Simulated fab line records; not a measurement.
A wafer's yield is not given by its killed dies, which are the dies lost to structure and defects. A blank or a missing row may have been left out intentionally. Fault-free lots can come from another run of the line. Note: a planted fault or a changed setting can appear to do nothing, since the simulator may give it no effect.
Which tool did it? | flow n5 finfet | 24 lots, 72 wafers sampled, at 4 steps of a route of 1938

WHAT THE GAUGES SHOWED, per wafer
N5_BEOL_M14_CD_MEAS_10 targets a cd of 250 nm.
lot  | measured     | on        | cd nm (nm)
L074 | day 12 21:04 | cd sem-01 | 250.3 249.1 249.0
L075 | day 13 23:02 | cd sem-02 | 250.8 249.8 249.8
L077 | day 13 23:22 | cd sem-03 | 249.8 249.6 249.0
L076 | day 14 03:36 | cd sem-01 | 249.6 250.9 249.1
L078 | day 14 06:38 | cd sem-03 | 249.0 249.9 249.7
L079 | day 14 06:41 | cd sem-01 | 249.8 250.3 251.0
L081 | day 14 16:35 | cd sem-01 | 249.1 250.6 250.4
L082 | day 14 22:04 | cd sem-03 | 251.8 252.6 251.8
L080 | day 15 02:22 | cd sem-01 | 251.5 251.6 252.0
L084 | day 15 03:02 | cd sem-02 | 250.0 250.0 250.5
L083 | day 15 05:40 | cd sem-03 | 249.4 250.7 249.6
L085 | day 15 23:44 | cd sem-01 | 251.4 250.9 252.4
L086 | day 16 04:54 | cd sem-01 | 250.9 250.5 250.5
L088 | day 16 10:32 | cd sem-02 | 248.0 248.5 250.5
L087 | day 16 11:19 | cd sem-03 | 250.2 250.0 249.8
L089 | day 17 03:34 | cd sem-02 | 251.1 250.5 247.5
L090 | day 18 01:47 | cd sem-03 | 251.0 249.2 249.7
L093 | day 17 20:45 | cd sem-03 | 251.8 251.8 252.3
L092 | day 17 20:55 | cd sem-03 | 249.8 252.3 250.0
L091 | day 18 02:31 | cd sem-03 | 248.8 249.4 248.3
L096 | day 18 22:34 | cd sem-03 | 249.1 248.1 248.7
L095 | day 19 03:08 | cd sem-01 | 249.8 249.4 250.5
L097 | day 19 13:12 | cd sem-02 | 251.7 251.4 251.2
L094 | day 19 22:13 | cd sem-03 | 250.9 251.7 250.2

WHICH TOOL RAN EACH LOT (tool, then ch and the chambers of the sampled wafers, then the start)
lot  | N5_BEOL_M13_DESCUM_33              | N5_BEOL_M13_TRENCH_ETCH_34         | N5_BEOL_M13_PRE_CLEAN_42
L074 | rie diel-05 ch 0,2,3, day 12 16:05 | rie diel-05 ch 0,2,3, day 12 16:29 | pvd sputter-01, day 12 18:58
L075 | rie diel-03 ch 0,1,3, day 13 18:33 | rie diel-03 ch 0,1,3, day 13 18:57 | pvd sputter-03, day 13 21:16
L077 | rie diel-05 ch 0,3, day 13 18:49   | rie diel-05 ch 0,3, day 13 19:13   | pvd sputter-02, day 13 21:17
L076 | rie diel-05 ch 1,2,3, day 14 00:44 | rie diel-05 ch 1,2,3, day 14 01:08 | pvd sputter-02, day 14 01:41
L078 | rie diel-05 ch 0,2,3, day 14 01:22 | rie diel-05 ch 0,2,3, day 14 01:46 | pvd sputter-03, day 14 04:44
L079 | rie diel-02 ch 1,2, day 14 01:42   | rie diel-02 ch 1,2, day 14 02:06   | pvd sputter-01, day 14 04:50
L081 | rie diel-03 ch 2,3, day 14 08:56   | rie diel-03 ch 2,3, day 14 09:20   | pvd sputter-02, day 14 14:44
L082 | rie diel-02 ch 0,2,3, day 14 19:02 | rie diel-02 ch 0,2,3, day 14 19:26 | pvd sputter-03, day 14 20:10
L080 | rie diel-02 ch 0,1,2, day 14 19:34 | rie diel-02 ch 0,1,2, day 14 19:59 | pvd sputter-02, day 15 00:26
L084 | rie diel-05 ch 1,3, day 15 00:02   | rie diel-05 ch 1,3, day 15 00:26   | pvd sputter-02, day 15 01:14
L083 | rie diel-02 ch 0,1, day 15 02:30   | rie diel-02 ch 0,1, day 15 02:54   | pvd sputter-03, day 15 03:47
L085 | rie diel-05 ch 0,1,3, day 15 19:34 | rie diel-05 ch 0,1,3, day 15 19:58 | pvd sputter-01, day 15 21:53
L086 | rie diel-03 ch 1,3, day 16 01:16   | rie diel-03 ch 1,3, day 16 01:40   | pvd sputter-03, day 16 02:52
L088 | rie diel-02 ch 0,2,3, day 16 04:03 | rie diel-02 ch 0,2,3, day 16 04:27 | pvd sputter-02, day 16 08:35
L087 | rie diel-05 ch 0,1, day 16 06:52   | rie diel-05 ch 0,1, day 16 07:16   | pvd sputter-03, day 16 09:33
L089 | rie diel-05 ch 0,1, day 16 22:48   | rie diel-05 ch 0,1, day 16 23:12   | pvd sputter-02, day 17 01:35
L090 | rie diel-05 ch 0,1,3, day 17 15:28 | rie diel-05 ch 0,1,3, day 17 15:52 | pvd sputter-02, day 17 21:20
L093 | rie diel-03 ch 0,1,2, day 17 15:43 | rie diel-03 ch 0,1,2, day 17 16:07 | pvd sputter-01, day 17 18:50
L092 | rie diel-02 ch 0,3, day 17 16:06   | rie diel-02 ch 0,3, day 17 16:30   | pvd sputter-02, day 17 18:56
L091 | rie diel-02 ch 1,2,3, day 17 21:20 | rie diel-02 ch 1,2,3, day 17 21:45 | pvd sputter-01, day 17 22:36
L096 | rie diel-05 ch 0,1,2, day 18 18:29 | rie diel-05 ch 0,1,2, day 18 18:53 | pvd sputter-02, day 18 20:45
L095 | rie diel-03 ch 0,1,3, day 18 22:33 | rie diel-03 ch 0,1,3, day 18 22:58 | pvd sputter-03, day 19 01:22
L097 | rie diel-03 ch 0,1,3, day 19 08:13 | rie diel-03 ch 0,1,3, day 19 08:37 | pvd sputter-01, day 19 11:07
L094 | rie diel-02 ch 0,1, day 19 14:49   | rie diel-02 ch 0,1, day 19 15:13   | pvd sputter-02, day 19 20:14
- N5_BEOL_M13_DESCUM_33: chemistry O2, time 7.9 s.
- N5_BEOL_M13_TRENCH_ETCH_34: etches SiOC in C4F8/O2/Ar, target depth 413.47 nm, time 162.6 s.
- N5_BEOL_M13_PRE_CLEAN_42: time 30 s.

AS READ BY THE TOOLS THEMSELVES (means over the sampled wafers that have a number; for cases with no such wafer, the mark the record gives instead)
N5_BEOL_M13_DESCUM_33.
lot  | tool        | drypump motor current A (A) | o2 flow sccm (sccm) | oes product au (a.u.) | rf vpp V (V) | showerhead plenum p Torr (Torr) | temp c (C) | throttle valve pct (%)
L074 | rie diel-05 | 6.1                         | 225.1               | 0.78                  | 243.0        | 2.06                            | 39.93      | 20.49
L075 | rie diel-03 | 5.7                         | 224.8               | 0.72                  | 243.5        | 2.14                            | 39.90      | 20.62
L077 | rie diel-05 | 6.2                         | 224.6               | 0.72                  | 242.5        | 2.07                            | 40.03      | 20.60
L076 | rie diel-05 | 6.0                         | 225.4               | 0.83                  | 242.9        | 2.08                            | 40.05      | 20.46
L078 | rie diel-05 | 6.1                         | 224.9               | 0.77                  | 242.7        | 2.06                            | 40.09      | 20.50
L079 | rie diel-02 | 5.9                         | 224.8               | 0.79                  | 241.8        | 2.02                            | 39.92      | 20.58
L081 | rie diel-03 | 5.6                         | 225.2               | 0.67                  | 242.8        | 2.04                            | 40.17      | 20.61
L082 | rie diel-02 | 5.6                         | 225.0               | 0.80                  | 242.2        | 2.05                            | 40.05      | 20.47
L080 | rie diel-02 | 5.5                         | 224.9               | 0.80                  | 242.1        | 2.05                            | 39.94      | 20.58
L084 | rie diel-05 | 6.0                         | 224.7               | 0.77                  | 243.6        | 2.09                            | 39.97      | 20.59
L083 | rie diel-02 | 5.1                         | 225.2               | 0.83                  | 243.5        | 2.09                            | 39.89      | 20.57
L085 | rie diel-05 | 5.8                         | 224.9               | 0.84                  | 242.9        | 2.08                            | 40.00      | 20.35
L086 | rie diel-03 | 5.7                         | 224.8               | 0.69                  | 242.9        | 2.09                            | 39.88      | 20.74
L088 | rie diel-02 | 5.6                         | 225.1               | 0.79                  | 242.7        | 2.05                            | 40.00      | 20.49
L087 | rie diel-05 | 5.6                         | 224.7               | 0.92                  | 243.7        | 2.08                            | 39.99      | 20.11
L089 | rie diel-05 | 5.5                         | 225.1               | 0.86                  | 243.4        | 2.09                            | 39.97      | 20.21
L090 | rie diel-05 | 5.9                         | 225.3               | 0.81                  | 243.7        | 2.08                            | 40.06      | 20.37
L093 | rie diel-03 | 5.8                         | 224.6               | 0.80                  | 244.2        | 2.16                            | 40.18      | 20.49
L092 | rie diel-02 | 5.5                         | 225.0               | 0.74                  | 242.0        | 2.03                            | 40.11      | 20.49
L091 | rie diel-02 | 5.9                         | 224.2               | 0.72                  | 241.5        | 2.00                            | 40.08      | 20.61
L096 | rie diel-05 | 5.8                         | 225.0               | 0.84                  | 241.6        | 2.06                            | 39.94      | 20.28
L095 | rie diel-03 | 5.7                         | 224.5               | 0.71                  | 243.5        | 2.12                            | 40.12      | 20.65
L097 | rie diel-03 | 5.7                         | 225.0               | 0.70                  | 244.2        | 2.12                            | 40.12      | 20.67
L094 | rie diel-02 | 5.3                         | 224.4               | 0.75                  | 241.4        | 2.03                            | 40.11      | 20.70

N5_BEOL_M13_TRENCH_ETCH_34.
lot  | tool        | drypump motor current A (A) | oes product au (a.u.) | rf vpp V (V) | showerhead plenum p Torr (Torr) | throttle valve pct (%)
L074 | rie diel-05 | 6.2                         | 0.77                  | 664.4        | 3.38                            | 24.25
L075 | rie diel-03 | 5.7                         | 0.72                  | 667.5        | 3.49                            | 24.45
L077 | rie diel-05 | 6.2                         | 0.71                  | 664.4        | 3.39                            | 24.38
L076 | rie diel-05 | 6.0                         | 0.83                  | 665.2        | 3.40                            | 24.25
L078 | rie diel-05 | 6.1                         | 0.77                  | 663.4        | 3.37                            | 24.27
L079 | rie diel-02 | 5.9                         | 0.79                  | 661.7        | 3.30                            | 24.33
L081 | rie diel-03 | 5.6                         | 0.68                  | 663.4        | 3.35                            | 24.40
L082 | rie diel-02 | 5.6                         | 0.81                  | 662.5        | 3.34                            | 24.19
L080 | rie diel-02 | 5.5                         | 0.81                  | 663.7        | 3.34                            | 24.30
L084 | rie diel-05 | 6.1                         | 0.76                  | 664.7        | 3.41                            | 24.38
L083 | rie diel-02 | 5.1                         | 0.84                  | 665.7        | 3.39                            | 24.25
L085 | rie diel-05 | 5.9                         | 0.84                  | 665.2        | 3.40                            | 24.13
L086 | rie diel-03 | 5.7                         | 0.69                  | 665.9        | 3.44                            | 24.58
L088 | rie diel-02 | 5.6                         | 0.79                  | 663.1        | 3.34                            | 24.22
L087 | rie diel-05 | 5.7                         | 0.92                  | 664.5        | 3.39                            | 23.86
L089 | rie diel-05 | 5.5                         | 0.87                  | 665.7        | 3.42                            | 23.96
L090 | rie diel-05 | 5.9                         | 0.82                  | 665.2        | 3.40                            | 24.14
L093 | rie diel-03 | 5.8                         | 0.80                  | 667.5        | 3.53                            | 24.34
L092 | rie diel-02 | 5.5                         | 0.74                  | 662.9        | 3.31                            | 24.17
L091 | rie diel-02 | 5.9                         | 0.72                  | 661.3        | 3.26                            | 24.33
L096 | rie diel-05 | 5.8                         | 0.85                  | 664.7        | 3.37                            | 24.04
L095 | rie diel-03 | 5.7                         | 0.70                  | 666.8        | 3.48                            | 24.48
L097 | rie diel-03 | 5.7                         | 0.69                  | 667.5        | 3.47                            | 24.49
L094 | rie diel-02 | 5.3                         | 0.74                  | 662.4        | 3.31                            | 24.39

N5_BEOL_M13_PRE_CLEAN_42.
lot  | tool           | heater power w (W)
L074 | pvd sputter-01 | 351
L075 | pvd sputter-03 | 305
L077 | pvd sputter-02 | 372
L076 | pvd sputter-02 | 354
L078 | pvd sputter-03 | 305
L079 | pvd sputter-01 | 351
L081 | pvd sputter-02 | 363
L082 | pvd sputter-03 | 304
L080 | pvd sputter-02 | 352
L084 | pvd sputter-02 | 372
L083 | pvd sputter-03 | 302
L085 | pvd sputter-01 | 354
L086 | pvd sputter-03 | 318
L088 | pvd sputter-02 | 362
L087 | pvd sputter-03 | 296
L089 | pvd sputter-02 | 358
L090 | pvd sputter-02 | 336
L093 | pvd sputter-01 | 366
L092 | pvd sputter-02 | 373
L091 | pvd sputter-01 | 372
L096 | pvd sputter-02 | 363
L095 | pvd sputter-03 | 308
L097 | pvd sputter-01 | 352
L094 | pvd sputter-02 | 353

THE ANSWER, worked out from the rows above alone
Rule: what is usual is taken from the lots themselves. The widest of any qualifying gaps counts: lots, ordered by their means at a reading, are off when they make up no more than a third of the lots, leave a main group of 4 or more, and stand apart from it by 3 or more times the standard deviation of that group's means. If all means in a main group match to the digits the tables above print for the reading, that group is not used. Also off: a lot with no number at a reading for which 4 or more lots have one. The other lots that the step has rows for count as sound. The gauges are gone through in route order, then the tools' own readings, and for those a lot's mean is taken as printed above. At the first step where some lot is off, the reading lying furthest off is the one used; lots without a number count as furthest.
Nothing can be told from this: no lot is off at any reading shown.

WHAT THE SIMULATOR PUT IN
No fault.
